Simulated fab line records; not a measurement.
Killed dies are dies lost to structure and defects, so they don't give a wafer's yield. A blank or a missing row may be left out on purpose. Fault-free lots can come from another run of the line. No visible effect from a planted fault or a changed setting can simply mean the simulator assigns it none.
The tool behind it: which one? || flow n5_finfet || 24 lots with 72 wafers sampled at 4 steps, on a route of 1938 steps

WHAT THE GAUGES READ, wafer by wafer
N5_START_INSPECT_01: inspects for defects (unpatterned scan). Usual: raw_defect_count reads 5.8 (standard deviation 2.5).
{"lot": "L074", "measured": "day 1 12:02", "on": "defect_inspect-01", "raw_defect_count": "2 9 4", "flag": ""}
{"lot": "L075", "measured": "day 1 18:02", "on": "defect_inspect-02", "raw_defect_count": "8 6 6", "flag": ""}
{"lot": "L076", "measured": "day 2 00:02", "on": "defect_inspect-02", "raw_defect_count": "4 3 4", "flag": ""}
{"lot": "L077", "measured": "day 2 06:02", "on": "defect_inspect-01", "raw_defect_count": "4 2 8", "flag": ""}
{"lot": "L078", "measured": "day 2 12:02", "on": "defect_inspect-02", "raw_defect_count": "5 4 3", "flag": ""}
{"lot": "L079", "measured": "day 2 18:02", "on": "defect_inspect-01", "raw_defect_count": "5 4 14", "flag": ""}
{"lot": "L080", "measured": "day 3 00:02", "on": "defect_inspect-02", "raw_defect_count": "4 9 7", "flag": ""}
{"lot": "L081", "measured": "day 3 06:02", "on": "defect_inspect-02", "raw_defect_count": "2 6 6", "flag": ""}
{"lot": "L082", "measured": "day 3 12:02", "on": "defect_inspect-01", "raw_defect_count": "4 6 3", "flag": ""}
{"lot": "L083", "measured": "day 3 18:02", "on": "defect_inspect-01", "raw_defect_count": "8 9 6", "flag": ""}
{"lot": "L084", "measured": "day 4 00:02", "on": "defect_inspect-01", "raw_defect_count": "5 1 6", "flag": ""}
{"lot": "L085", "measured": "day 4 06:02", "on": "defect_inspect-01", "raw_defect_count": "7 3 5", "flag": ""}
{"lot": "L086", "measured": "day 4 12:02", "on": "defect_inspect-01", "raw_defect_count": "10 7 2", "flag": ""}
{"lot": "L087", "measured": "day 4 18:02", "on": "defect_inspect-02", "raw_defect_count": "9 9 8", "flag": ""}
{"lot": "L088", "measured": "day 5 00:02", "on": "defect_inspect-02", "raw_defect_count": "4 6 11", "flag": ""}
{"lot": "L089", "measured": "day 5 06:02", "on": "defect_inspect-02", "raw_defect_count": "5 2 4", "flag": ""}
{"lot": "L090", "measured": "day 5 12:02", "on": "defect_inspect-01", "raw_defect_count": "9 5 2", "flag": ""}
{"lot": "L091", "measured": "day 5 18:02", "on": "defect_inspect-01", "raw_defect_count": "4 7 5", "flag": ""}
{"lot": "L092", "measured": "day 6 00:02", "on": "defect_inspect-02", "raw_defect_count": "8 8 3", "flag": ""}
{"lot": "L093", "measured": "day 6 06:02", "on": "defect_inspect-01", "raw_defect_count": "5 4 6", "flag": ""}
{"lot": "L094", "measured": "day 6 12:02", "on": "defect_inspect-01", "raw_defect_count": "5 7 7", "flag": ""}
{"lot": "L095", "measured": "day 6 18:02", "on": "defect_inspect-02", "raw_defect_count": "9 10 9", "flag": ""}
{"lot": "L096", "measured": "day 7 00:02", "on": "defect_inspect-01", "raw_defect_count": "5 6 9", "flag": ""}
{"lot": "L097", "measured": "day 7 06:02", "on": "defect_inspect-02", "raw_defect_count": "3 12 1", "flag": ""}

N5_ZERO_LAYER_CD_MEAS_11 targets a cd of 2000 nm. Usual: cd_nm reads 2000.8 nm (standard deviation 2.3).
{"lot": "L074", "measured": "day 1 12:46", "on": "cd_sem-01", "cd_nm (nm)": "2002.6 2000.2 2001.9", "flag": ""}
{"lot": "L075", "measured": "day 1 18:46", "on": "cd_sem-02", "cd_nm (nm)": "1999.5 1999.7 1998.9", "flag": ""}
{"lot": "L076", "measured": "day 2 00:39", "on": "cd_sem-03", "cd_nm (nm)": "2001.9 2000.0 1996.2", "flag": ""}
{"lot": "L077", "measured": "day 2 06:40", "on": "cd_sem-03", "cd_nm (nm)": "1998.4 2000.8 2004.9", "flag": ""}
{"lot": "L078", "measured": "day 2 12:40", "on": "cd_sem-02", "cd_nm (nm)": "1996.7 1998.7 2001.3", "flag": ""}
{"lot": "L079", "measured": "day 2 18:46", "on": "cd_sem-03", "cd_nm (nm)": "2001.4 2003.1 2000.9", "flag": ""}
{"lot": "L080", "measured": "day 3 00:48", "on": "cd_sem-02", "cd_nm (nm)": "2002.9 1998.4 2000.3", "flag": ""}
{"lot": "L081", "measured": "day 3 06:38", "on": "cd_sem-02", "cd_nm (nm)": "1998.1 1999.0 2000.5", "flag": ""}
{"lot": "L082", "measured": "day 3 12:46", "on": "cd_sem-02", "cd_nm (nm)": "1999.9 2000.3 1998.7", "flag": ""}
{"lot": "L083", "measured": "day 3 18:41", "on": "cd_sem-01", "cd_nm (nm)": "2003.0 2000.7 1997.4", "flag": ""}
{"lot": "L084", "measured": "day 4 00:46", "on": "cd_sem-01", "cd_nm (nm)": "2005.1 2002.0 2002.5", "flag": ""}
{"lot": "L085", "measured": "day 4 06:46", "on": "cd_sem-01", "cd_nm (nm)": "2000.0 2003.4 1999.8", "flag": ""}
{"lot": "L086", "measured": "day 4 12:46", "on": "cd_sem-03", "cd_nm (nm)": "2001.3 1997.3 2001.0", "flag": ""}
{"lot": "L087", "measured": "day 4 18:38", "on": "cd_sem-02", "cd_nm (nm)": "2000.8 1997.1 2001.0", "flag": ""}
{"lot": "L088", "measured": "day 5 00:38", "on": "cd_sem-01", "cd_nm (nm)": "2002.6 2003.3 2006.2", "flag": ""}
{"lot": "L089", "measured": "day 5 06:39", "on": "cd_sem-01", "cd_nm (nm)": "2003.2 2002.9 2000.9", "flag": ""}
{"lot": "L090", "measured": "day 5 12:46", "on": "cd_sem-01", "cd_nm (nm)": "2004.2 2002.8 2003.9", "flag": ""}
{"lot": "L091", "measured": "day 5 18:47", "on": "cd_sem-03", "cd_nm (nm)": "1999.4 2006.0 2003.5", "flag": ""}
{"lot": "L092", "measured": "day 6 00:58", "on": "cd_sem-01", "cd_nm (nm)": "1999.3 2002.0 1995.6", "flag": ""}
{"lot": "L093", "measured": "day 6 06:46", "on": "cd_sem-01", "cd_nm (nm)": "2001.4 1995.0 1997.8", "flag": ""}
{"lot": "L094", "measured": "day 6 12:47", "on": "cd_sem-01", "cd_nm (nm)": "1998.9 1999.5 1999.5", "flag": ""}
{"lot": "L095", "measured": "day 6 18:39", "on": "cd_sem-02", "cd_nm (nm)": "2001.2 2001.9 1998.3", "flag": ""}
{"lot": "L096", "measured": "day 7 00:38", "on": "cd_sem-03", "cd_nm (nm)": "2003.8 2000.6 1999.3", "flag": ""}
{"lot": "L097", "measured": "day 7 06:38", "on": "cd_sem-03", "cd_nm (nm)": "2001.4 1998.6 2002.0", "flag": ""}

N5_PMOS_HMC_CHANNEL_EPI_INSPECT_11: inspects for defects (macro). Usual: raw_defect_count reads 2.0 (standard deviation 1.5).
{"lot": "L074", "measured": "day 1 17:50", "on": "defect_inspect-01", "raw_defect_count": "1 1 2", "flag": ""}
{"lot": "L075", "measured": "day 1 23:37", "on": "defect_inspect-01", "raw_defect_count": "0 1 1", "flag": ""}
{"lot": "L076", "measured": "day 2 05:04", "on": "defect_inspect-02", "raw_defect_count": "3 2 0", "flag": ""}
{"lot": "L077", "measured": "day 2 11:09", "on": "defect_inspect-01", "raw_defect_count": "5 2 1", "flag": ""}
{"lot": "L078", "measured": "day 2 17:14", "on": "defect_inspect-02", "raw_defect_count": "2 6 1", "flag": ""}
{"lot": "L079", "measured": "day 3 00:11", "on": "defect_inspect-01", "raw_defect_count": "4 1 1", "flag": ""}
{"lot": "L080", "measured": "day 3 05:17", "on": "defect_inspect-01", "raw_defect_count": "1 6 0", "flag": ""}
{"lot": "L081", "measured": "day 3 11:05", "on": "defect_inspect-01", "raw_defect_count": "0 3 1", "flag": ""}
{"lot": "L082", "measured": "day 3 17:34", "on": "defect_inspect-01", "raw_defect_count": "5 3 2", "flag": ""}
{"lot": "L083", "measured": "day 3 23:28", "on": "defect_inspect-02", "raw_defect_count": "4 1 1", "flag": ""}
{"lot": "L084", "measured": "day 4 05:23", "on": "defect_inspect-02", "raw_defect_count": "1 0 3", "flag": ""}
{"lot": "L085", "measured": "day 4 11:10", "on": "defect_inspect-01", "raw_defect_count": "4 3 4", "flag": ""}
{"lot": "L086", "measured": "day 4 17:28", "on": "defect_inspect-01", "raw_defect_count": "3 3 2", "flag": ""}
{"lot": "L087", "measured": "day 4 23:50", "on": "defect_inspect-02", "raw_defect_count": "2 2 0", "flag": ""}
{"lot": "L088", "measured": "day 5 05:31", "on": "defect_inspect-01", "raw_defect_count": "1 4 7", "flag": ""}
{"lot": "L089", "measured": "day 5 11:31", "on": "defect_inspect-02", "raw_defect_count": "3 3 3", "flag": ""}
{"lot": "L090", "measured": "day 5 17:46", "on": "defect_inspect-02", "raw_defect_count": "2 2 0", "flag": ""}
{"lot": "L091", "measured": "day 5 23:32", "on": "defect_inspect-01", "raw_defect_count": "2 2 3", "flag": ""}
{"lot": "L092", "measured": "day 6 05:32", "on": "defect_inspect-01", "raw_defect_count": "3 2 3", "flag": ""}
{"lot": "L093", "measured": "day 6 11:17", "on": "defect_inspect-01", "raw_defect_count": "2 2 1", "flag": ""}
{"lot": "L094", "measured": "day 6 18:05", "on": "defect_inspect-01", "raw_defect_count": "1 2 1", "flag": ""}
{"lot": "L095", "measured": "day 7 00:06", "on": "defect_inspect-02", "raw_defect_count": "2 6 3", "flag": ""}
{"lot": "L096", "measured": "day 7 05:23", "on": "defect_inspect-01", "raw_defect_count": "3 0 0", "flag": ""}
{"lot": "L097", "measured": "day 7 11:30", "on": "defect_inspect-02", "raw_defect_count": "3 2 3", "flag": ""}

TOOL THAT RAN EACH LOT (tool first, then ch and the chambers of the sampled wafers, then the start)
{"lot": "L074", "N5_WELL_APT_RTA_34": "rtp_anneal-01 ch 0, day 1 16:29"}
{"lot": "L075", "N5_WELL_APT_RTA_34": "rtp_anneal-02 ch 0, day 1 22:22"}
{"lot": "L076", "N5_WELL_APT_RTA_34": "rtp_anneal-02 ch 0, day 2 03:51"}
{"lot": "L077", "N5_WELL_APT_RTA_34": "rtp_anneal-01 ch 0, day 2 09:43"}
{"lot": "L078", "N5_WELL_APT_RTA_34": "rtp_anneal-02 ch 0, day 2 15:53"}
{"lot": "L079", "N5_WELL_APT_RTA_34": "rtp_anneal-01 ch 0, day 2 22:37"}
{"lot": "L080", "N5_WELL_APT_RTA_34": "rtp_anneal-02 ch 0, day 3 04:04"}
{"lot": "L081", "N5_WELL_APT_RTA_34": "rtp_anneal-02 ch 0, day 3 09:44"}
{"lot": "L082", "N5_WELL_APT_RTA_34": "rtp_anneal-02 ch 0, day 3 16:06"}
{"lot": "L083", "N5_WELL_APT_RTA_34": "rtp_anneal-01 ch 0, day 3 22:05"}
{"lot": "L084", "N5_WELL_APT_RTA_34": "rtp_anneal-02 ch 0, day 4 04:01"}
{"lot": "L085", "N5_WELL_APT_RTA_34": "rtp_anneal-02 ch 0, day 4 09:47"}
{"lot": "L086", "N5_WELL_APT_RTA_34": "rtp_anneal-01 ch 0, day 4 16:05"}
{"lot": "L087", "N5_WELL_APT_RTA_34": "rtp_anneal-01 ch 0, day 4 22:15"}
{"lot": "L088", "N5_WELL_APT_RTA_34": "rtp_anneal-02 ch 0, day 5 04:17"}
{"lot": "L089", "N5_WELL_APT_RTA_34": "rtp_anneal-02 ch 0, day 5 10:08"}
{"lot": "L090", "N5_WELL_APT_RTA_34": "rtp_anneal-02 ch 0, day 5 16:24"}
{"lot": "L091", "N5_WELL_APT_RTA_34": "rtp_anneal-02 ch 0, day 5 22:10"}
{"lot": "L092", "N5_WELL_APT_RTA_34": "rtp_anneal-01 ch 0, day 6 04:11"}
{"lot": "L093", "N5_WELL_APT_RTA_34": "rtp_anneal-02 ch 0, day 6 09:55"}
{"lot": "L094", "N5_WELL_APT_RTA_34": "rtp_anneal-02 ch 0, day 6 16:29"}
{"lot": "L095", "N5_WELL_APT_RTA_34": "rtp_anneal-01 ch 0, day 6 22:30"}
{"lot": "L096", "N5_WELL_APT_RTA_34": "rtp_anneal-01 ch 0, day 7 03:56"}
{"lot": "L097", "N5_WELL_APT_RTA_34": "rtp_anneal-01 ch 0, day 7 09:58"}
- N5_WELL_APT_RTA_34: time 10 s.

WHAT THE TOOLS THEMSELVES READ (means of the sampled wafers that have a number; where no wafer has one, the mark that the record gives instead)
N5_WELL_APT_RTA_34. Usual: lamp_power_pct 13.00 %, standard deviation 0.049; lamp_zone_1_pct 12.998 %, standard deviation 0.026; wafer_temp_C_max 1003.5, standard deviation 0.95.
{"lot": "L074", "tool": "rtp_anneal-01", "lamp_power_pct (%)": 13.00, "lamp_zone_1_pct (%)": 12.989, "wafer_temp_C_max": 1003.7, "flag": ""}
{"lot": "L075", "tool": "rtp_anneal-02", "lamp_power_pct (%)": 12.98, "lamp_zone_1_pct (%)": 12.985, "wafer_temp_C_max": 1003.4, "flag": ""}
{"lot": "L076", "tool": "rtp_anneal-02", "lamp_power_pct (%)": 12.95, "lamp_zone_1_pct (%)": 12.998, "wafer_temp_C_max": 1002.7, "flag": ""}
{"lot": "L077", "tool": "rtp_anneal-01", "lamp_power_pct (%)": 13.01, "lamp_zone_1_pct (%)": 13.013, "wafer_temp_C_max": 1003.5, "flag": ""}
{"lot": "L078", "tool": "rtp_anneal-02", "lamp_power_pct (%)": 13.03, "lamp_zone_1_pct (%)": 13.014, "wafer_temp_C_max": 1005.0, "flag": ""}
{"lot": "L079", "tool": "rtp_anneal-01", "lamp_power_pct (%)": 12.99, "lamp_zone_1_pct (%)": 13.013, "wafer_temp_C_max": 1003.8, "flag": ""}
{"lot": "L080", "tool": "rtp_anneal-02", "lamp_power_pct (%)": 12.96, "lamp_zone_1_pct (%)": 12.977, "wafer_temp_C_max": 1003.4, "flag": ""}
{"lot": "L081", "tool": "rtp_anneal-02", "lamp_power_pct (%)": 12.99, "lamp_zone_1_pct (%)": 13.015, "wafer_temp_C_max": 1003.0, "flag": ""}
{"lot": "L082", "tool": "rtp_anneal-02", "lamp_power_pct (%)": 13.04, "lamp_zone_1_pct (%)": 12.987, "wafer_temp_C_max": 1002.4, "flag": ""}
{"lot": "L083", "tool": "rtp_anneal-01", "lamp_power_pct (%)": 13.03, "lamp_zone_1_pct (%)": 12.974, "wafer_temp_C_max": 1002.8, "flag": ""}
{"lot": "L084", "tool": "rtp_anneal-02", "lamp_power_pct (%)": 13.03, "lamp_zone_1_pct (%)": 12.998, "wafer_temp_C_max": 1004.4, "flag": ""}
{"lot": "L085", "tool": "rtp_anneal-02", "lamp_power_pct (%)": 12.99, "lamp_zone_1_pct (%)": 13.001, "wafer_temp_C_max": 1004.0, "flag": ""}
{"lot": "L086", "tool": "rtp_anneal-01", "lamp_power_pct (%)": 12.97, "lamp_zone_1_pct (%)": 13.009, "wafer_temp_C_max": 1003.2, "flag": ""}
{"lot": "L087", "tool": "rtp_anneal-01", "lamp_power_pct (%)": 12.99, "lamp_zone_1_pct (%)": 13.008, "wafer_temp_C_max": 1003.1, "flag": ""}
{"lot": "L088", "tool": "rtp_anneal-02", "lamp_power_pct (%)": 12.99, "lamp_zone_1_pct (%)": 12.989, "wafer_temp_C_max": 1004.3, "flag": ""}
{"lot": "L089", "tool": "rtp_anneal-02", "lamp_power_pct (%)": 12.99, "lamp_zone_1_pct (%)": 13.001, "wafer_temp_C_max": 1004.7, "flag": ""}
{"lot": "L090", "tool": "rtp_anneal-02", "lamp_power_pct (%)": 12.99, "lamp_zone_1_pct (%)": 12.993, "wafer_temp_C_max": 1002.7, "flag": ""}
{"lot": "L091", "tool": "rtp_anneal-02", "lamp_power_pct (%)": 13.02, "lamp_zone_1_pct (%)": 12.997, "wafer_temp_C_max": 1003.2, "flag": ""}
{"lot": "L092", "tool": "rtp_anneal-01", "lamp_power_pct (%)": 13.01, "lamp_zone_1_pct (%)": 12.988, "wafer_temp_C_max": 1003.0, "flag": ""}
{"lot": "L093", "tool": "rtp_anneal-02", "lamp_power_pct (%)": 13.01, "lamp_zone_1_pct (%)": 13.003, "wafer_temp_C_max": 1003.8, "flag": ""}
{"lot": "L094", "tool": "rtp_anneal-02", "lamp_power_pct (%)": 12.98, "lamp_zone_1_pct (%)": 12.979, "wafer_temp_C_max": 1003.4, "flag": ""}
{"lot": "L095", "tool": "rtp_anneal-01", "lamp_power_pct (%)": 13.04, "lamp_zone_1_pct (%)": 12.983, "wafer_temp_C_max": 1004.0, "flag": ""}
{"lot": "L096", "tool": "rtp_anneal-01", "lamp_power_pct (%)": 13.01, "lamp_zone_1_pct (%)": 13.017, "wafer_temp_C_max": 1003.6, "flag": ""}
{"lot": "L097", "tool": "rtp_anneal-01", "lamp_power_pct (%)": 12.99, "lamp_zone_1_pct (%)": 13.007, "wafer_temp_C_max": 1003.1, "flag": ""}

THE ANSWER, worked out from the rows above alone
Rule: lot off if the mean of its wafers having a number is beyond 3 standard deviations from the usual mean. Also off: a lot with no number at a reading for which 4 or more lots have one. Where the step has rows for the other lots, those lots are counted as sound. Order of review: gauges by route order, followed by the tools' own readings, for which a lot's mean as printed above is used. The first step at which some lot is off is used, and at that step the reading that is off furthest; a lot without a number counts as furthest.
Nothing can be told from this: no lot is off at any reading shown.

WHAT HAD BEEN PUT IN BY THE SIMULATOR
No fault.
